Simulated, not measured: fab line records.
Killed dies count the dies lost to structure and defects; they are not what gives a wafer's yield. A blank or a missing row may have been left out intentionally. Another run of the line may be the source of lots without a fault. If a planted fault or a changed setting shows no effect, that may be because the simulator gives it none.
Matching of chambers | flow nand_harc | 3 sister chambers for NHARC_P_CONTACT_DEP_30 on pecvd-03
The step deposits SiNx, target thk 30 nm. 6 wafers are shown with their chamber, then 11 later ones without.

== WAFERS, EACH WITH ITS CHAMBER ==
wafer  | chamber | heater_power_w (W)
L087.2 | 2       | 749
L088.3 | 1       | 740
L091.1 | 2       | 736
L091.3 | 1       | 825
L091.4 | 0       | 723
L092.1 | 0       | 640

== WAFERS WHOSE CHAMBER IS MISSING ==
wafer  | heater_power_w (W)
L092.5 | 645
L092.6 | 667
L093.1 | 801
L093.3 | 842
L093.5 | 763
L095.1 | 818
L095.4 | 799
L095.5 | 778
L097.1 | 754
L097.4 | 738
L097.5 | 766

== CHAMBER TAKEN BY EACH ==
wafer  | from the rows above          | in truth
L092.5 | can't be placed: 0 or 2      | 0
L092.6 | can't be placed: 0 or 2      | 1
L093.1 | can't be placed: 1 or 2      | 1
L093.3 | can't be placed: 1 or 2      | 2
L093.5 | can't be placed: 1 or 2 or 0 | 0
L095.1 | can't be placed: 1 or 2      | 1
L095.4 | can't be placed: 1 or 2      | 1
L095.5 | can't be placed: 1 or 2 or 0 | 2
L097.1 | can't be placed: 2 or 1 or 0 | 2
L097.4 | can't be placed: 2 or 1 or 0 | 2
L097.5 | can't be placed: 1 or 2 or 0 | 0
Correctly placed: 0 of 11. Not placeable from these rows: 11 (in 10, the candidates include the true chamber). Placed wrongly: 0.
How it was worked out, from the rows above alone: a wafer's distance from a chamber is the root of the sum, over the readings, of the square of ((its reading less the chamber's mean) divided by the reading's scatter). The wafer belongs to the nearest chamber; if the next one is less than 2 further off, it can't be placed. A chamber's mean is the mean of its shown wafers. The scatter: take each reading less its chamber's mean, square it, sum over the shown wafers, divide by the number of wafers less the number of chambers, and take the root.
